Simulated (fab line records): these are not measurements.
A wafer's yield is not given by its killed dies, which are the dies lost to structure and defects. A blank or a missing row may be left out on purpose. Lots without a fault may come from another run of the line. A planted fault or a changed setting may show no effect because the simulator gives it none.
fab line records + flow nand_harc
[record]
- lots = 6
- wafers = 18
- last_day = 33
route steps=1302 shown P_CONTACT@219 END@1302
lots that met no fault: from a run of the same line without faults
start_h: the number of hours between the record's first day and the start of the first shown wafer of the lot + wait_h: how many hours have passed since the lot's step before this one + " as in the row above + L1.1+2: several wafers, shown together as one row + - no value, or no start given + * or withheld: withheld + < > ~ a bound
route shown NAME@n: NAME is a module with steps in the file, n the number in the route of the first one + usual: mean and standard deviation over wafers with no fault + same: alike in all rows + chamber/n: place in a boat + sites: readings site by site + _std_site: their standard deviation + _edge_site: the outer-site mean with the inner-site mean subtracted + radius_mm: how far each site lies from the wafer's centre + mask NAME#n: copy n + behind: the tool/chamber that last shaped the wafer + hold: what put the lot on hold/how long, in hours/how the hold closed + device: whichever transistor did not switch (one of n, p or np) + end of line: tests run on the same wafers once the route is complete + a step without rows: its recipe alone + killed: dies that structure and defects cost at the first sort, which is not the same as the wafer's yield + map: a wafer's dies, x killed, . not, _ none there
set.NAME: the setting the step ran with; set.NAME@STEP: the setting that earlier step ran with + model.NAME: the simulator's own value behind a step, which no gauge read
lots at selected steps of the route; one table per step, one row per wafer
services: the hour from which a tool's chamber was out of use, counted from the record's first day as start_h (under 0 if before that day), plus the number of hours and why
[[steps]]
[step NHARC_P_CONTACT_CMP_01]
[recipe]
- target_thk_nm = 200
- material = SiO2
[usual]
- motor_current_A = 11.4/0.85
| lot.wafer | tool   | chamber | start_h | wait_h | motor_current_A |
|-----------|--------|---------|---------|--------|-----------------|
| L372.3    | cmp-03 | 0       | 145.03  | -      | 12.8            |
| L372.1    | "      | 1       | "       | "      | 11.2            |
| L372.6    | "      | 3       | "       | "      | 12.5            |
| L375.3    | cmp-04 | 3       | 168.30  | -      | 10.7            |
| L375.2    | "      | 1       | "       | "      | 11.1            |
| L375.5    | "      | 3       | "       | "      | 10.0            |
| L385.4    | cmp-03 | 1       | 265.41  | -      | 12.3            |
| L385.3    | "      | 0       | "       | "      | 12.9            |
| L385.5    | "      | 1       | "       | "      | 11.6            |
| L386.1    | cmp-01 | 0       | 287.43  | 0.5    | 12.1            |
| L386.3    | "      | 1       | "       | "      | 9.9             |
| L386.6    | "      | 3       | "       | "      | 9.7             |
| L392.4    | cmp-01 | 0       | 342.99  | -      | 11.6            |
| L392.2    | "      | 2       | "       | "      | 10.8            |
| L392.5    | "      | 3       | "       | "      | 10.3            |
| L393.2    | cmp-04 | 1       | 356.29  | -      | 11.2            |
| L393.3    | "      | 0       | "       | "      | 12.9            |
| L393.6    | "      | 1       | "       | "      | 11.1            |
[step NHARC_P_CONTACT_SRD_03]
[step NHARC_P_CONTACT_DEHYDRATE_04]
[recipe]
- temp_c = 150
- time_s = 120
[step NHARC_P_CONTACT_HMDS_05]
[recipe]
- time_s = 30
[step NHARC_P_CONTACT_COAT_33]
[recipe]
- temp_c = 260
- time_s = 75
[step NHARC_P_CONTACT_COAT_34]
[recipe]
- temp_c = 225
- time_s = 65
[step NHARC_P_CONTACT_COAT_06]
[recipe]
- spin_rpm = 1500
- resist_thk_nm = 90
[step NHARC_P_CONTACT_SOFTBAKE_07]
[recipe]
- temp_c = 105
- time_s = 55
[step NHARC_P_CONTACT_EBR_08]
[step NHARC_P_CONTACT_EXPOSE_09]
[recipe]
- na = 1.35
- target_cd_nm = 90
- dose_mj = 81.26
- mask_id = P_CA
[step NHARC_P_CONTACT_PEB_10]
[recipe]
- peb_temp_c = 100
- peb_time_s = 65
[step NHARC_P_CONTACT_DEVELOP_11]
[recipe]
- develop_time_s = 35
- dev_temp_c = 23
[usual]
- developer_temp_C = 22.99/0.12
| lot.wafer | tool           | chamber | start_h | wait_h | developer_temp_C |
|-----------|----------------|---------|---------|--------|------------------|
| L372.1    | litho_track-04 | 0       | 145     | -      | 22.85            |
| L372.3    | "              | 0       | "       | "      | 22.94            |
| L372.6    | "              | 0       | "       | "      | 22.95            |
| L375.2    | litho_track-04 | 0       | 169     | -      | 22.86            |
| L375.3    | "              | 0       | "       | "      | 22.96            |
| L375.5    | "              | 0       | "       | "      | 22.90            |
| L385.3    | litho_track-04 | 0       | 266     | -      | 24.01            |
| L385.4    | "              | 0       | "       | "      | 24.03            |
| L385.5    | "              | 0       | "       | "      | 24.02            |
| L386.1    | litho_track-04 | 0       | 288     | -      | 23.88            |
| L386.3    | "              | 0       | "       | "      | 23.89            |
| L386.6    | "              | 0       | "       | "      | 23.99            |
| L392.2    | litho_track-01 | 0       | 343     | -      | 22.87            |
| L392.4    | "              | 0       | "       | "      | 23.00            |
| L392.5    | "              | 0       | "       | "      | 22.96            |
| L393.2    | litho_track-01 | 0       | 357     | -      | 23.06            |
| L393.3    | "              | 0       | "       | "      | 23.22            |
| L393.6    | "              | 0       | "       | "      | 23.03            |
[step NHARC_P_CONTACT_CD_MEAS_12]
[recipe]
- target_cd_nm = 90
- landing_energy_ev = 500
[usual]
- cd_nm = 90.4/0.7
| lot.wafer | tool      | chamber | start_h | wait_h | cd_nm |
|-----------|-----------|---------|---------|--------|-------|
| L372.1    | cd_sem-03 | 0       | 145.81  | -      | 90.7  |
| L372.3    | "         | 0       | "       | "      | 92.3  |
| L372.6    | "         | 0       | "       | "      | 90.5  |
| L375.2    | cd_sem-03 | 0       | 169.11  | -      | 91.9  |
| L375.3    | "         | 0       | "       | "      | 90.2  |
| L375.5    | "         | 0       | "       | "      | 91.8  |
| L385.3    | cd_sem-03 | 0       | 266.24  | -      | 91.1  |
| L385.4    | "         | 0       | "       | "      | 91.5  |
| L385.5    | "         | 0       | "       | "      | 90.4  |
| L386.1    | cd_sem-02 | 0       | 288.09  | -      | 91.4  |
| L386.3    | "         | 0       | "       | "      | 90.6  |
| L386.6    | "         | 0       | "       | "      | 90.6  |
| L392.2    | cd_sem-01 | 0       | 343.79  | -      | 90.3  |
| L392.4    | "         | 0       | "       | "      | 90.5  |
| L392.5    | "         | 0       | "       | "      | 90.5  |
| L393.2    | cd_sem-02 | 0       | 357.12  | -      | 89.9  |
| L393.3    | "         | 0       | "       | "      | 89.4  |
| L393.6    | "         | 0       | "       | "      | 89.6  |
[step NHARC_END_SORT_01]
[recipe]
- temp_c = 25
[usual]
- killed_at_array = 54/17
- killed_at_other = 1.0/1.4
- killed_at_periphery = 3.6/2.1
- killed_dies = 58/17
- killed_open = 3.2/2
- killed_short = 2.5/1.5
[same]
- gross_dies = 677
| lot.wafer | tool      | chamber | start_h | wait_h | killed_at_array | killed_at_other | killed_at_periphery | killed_dies | killed_open | killed_short |
|-----------|-----------|---------|---------|--------|-----------------|-----------------|---------------------|-------------|-------------|--------------|
| L385.4    | prober-01 | 0       | 713.31  | 3.4    | 57              | 0               | 9                   | 66          | 9           | 4            |
| L386.1    | prober-01 | 0       | 722.22  | 2.5    | 50              | 0               | 5                   | 55          | 1           | 0            |
| L386.6    | prober-01 | 0       | 726.28  | 4.1    | 52              | 0               | 3                   | 55          | 2           | 4            |
// killed by level:class
L385.4 A_CHANNEL_HOLE_D2:chamber_film_flake=25 A_CHANNEL_HOLE_D1:chamber_film_flake=10 A_STAIRCASE:chamber_film_flake=9 P_CONTACT:geometric_particle:open=4 P_BONDPAD:chamber_film_flake=2 A_CONTACT:chamber_film_flake=2 P_M0:geometric_particle:short=1 A_CHANNEL_HOLE_D1:geometric_particle:short=1
L386.1 A_CHANNEL_HOLE_D1:chamber_film_flake=36 A_CONTACT:chamber_film_flake=7 P_M1:chamber_film_flake=5 A_SLIT:chamber_film_flake=3 A_STAIRCASE:chamber_film_flake=2 A_M0:geometric_particle:open=1 A_CHANNEL_FILL_D1:chamber_film_flake=1
L386.6 A_CHANNEL_HOLE_D1:chamber_film_flake=34 A_CONTACT:chamber_film_flake=8 A_M0:geometric_particle:short=3 A_SLIT:chamber_film_flake=3 P_M1:chamber_film_flake=2 A_ONON_D1:geometric_particle:short=1 A_ONON_D1:geometric_particle:open=1 A_BLC:geometric_particle:open=1
[[services]]
| tool           | chamber | start_h | hours | kind                           |
|----------------|---------|---------|-------|--------------------------------|
| cmp-04         | -       | 124.55  | 0.5   | repair                         |
| cmp-03         | -       | 130.15  | 1.5   | repair                         |
| cmp-04         | -       | 133.65  | 0.3   | repair                         |
| litho_track-01 | -       | 155.00  | 7.0   | pm                             |
| cmp-03         | -       | 162.00  | 4.0   | pm                             |
| cmp-03         | -       | 166.00  | -     | consumable_replace:conditioner |
| cmp-03         | -       | 166.00  | -     | consumable_replace:pad         |
| cmp-01         | -       | 189.77  | 4.0   | pm                             |
| cmp-01         | -       | 193.77  | -     | consumable_replace:conditioner |
| cmp-01         | -       | 193.77  | -     | consumable_replace:pad         |
| litho_track-04 | -       | 203.00  | 7.0   | pm                             |
| cmp-04         | -       | 209.00  | 4.0   | pm                             |
| cmp-04         | -       | 213.00  | -     | consumable_replace:conditioner |
| cmp-04         | -       | 213.00  | -     | consumable_replace:pad         |
| cmp-01         | -       | 254.32  | 4.8   | repair                         |
| cmp-03         | -       | 260.06  | 4.0   | pm                             |
| cmp-01         | -       | 264.11  | 0.5   | repair                         |
| cmp-04         | -       | 265.00  | 1.0   | repair                         |
| cmp-04         | -       | 267.25  | 0.5   | repair                         |
| cmp-04         | -       | 275.69  | 1.5   | repair                         |
| cmp-01         | -       | 287.77  | 4.0   | pm                             |
| cmp-04         | -       | 307.00  | 4.0   | pm                             |
| litho_track-01 | -       | 330.00  | 7.0   | pm                             |
| cmp-03         | -       | 349.87  | 0.7   | repair                         |
[[key]]
[first_sign]
- step = NHARC_P_CONTACT_DEVELOP_11
- reading = developer_temp_C
- direction = up
- sigmas = 8.5
- usual = *
- struck = *
effect none on later readings
met_at NHARC_P_CONTACT_DEVELOP_11
struck_wafers L385.3,L385.4,L385.5,L386.1,L386.3,L386.6
tester_left_out L385,L386
onset_between 169 266
[fault]
- kind = process_parameter_drift
- tool = litho_track-04
- chamber = -
- onset_h = 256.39
- steps = NHARC_P_CONTACT_DEVELOP_11
- channel = dev_temp_c
- offset = *
- shape = step
- end_h = 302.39
- acts_in = *
- stated = *
// tester_left_out: of these lots the tester's yield and bins aren't shown, on N5 and GAA mostly nor the transistor test; their killed dies are dies lost to structure and defects alone, not to doping, threshold or leakage, so they don't give the yield
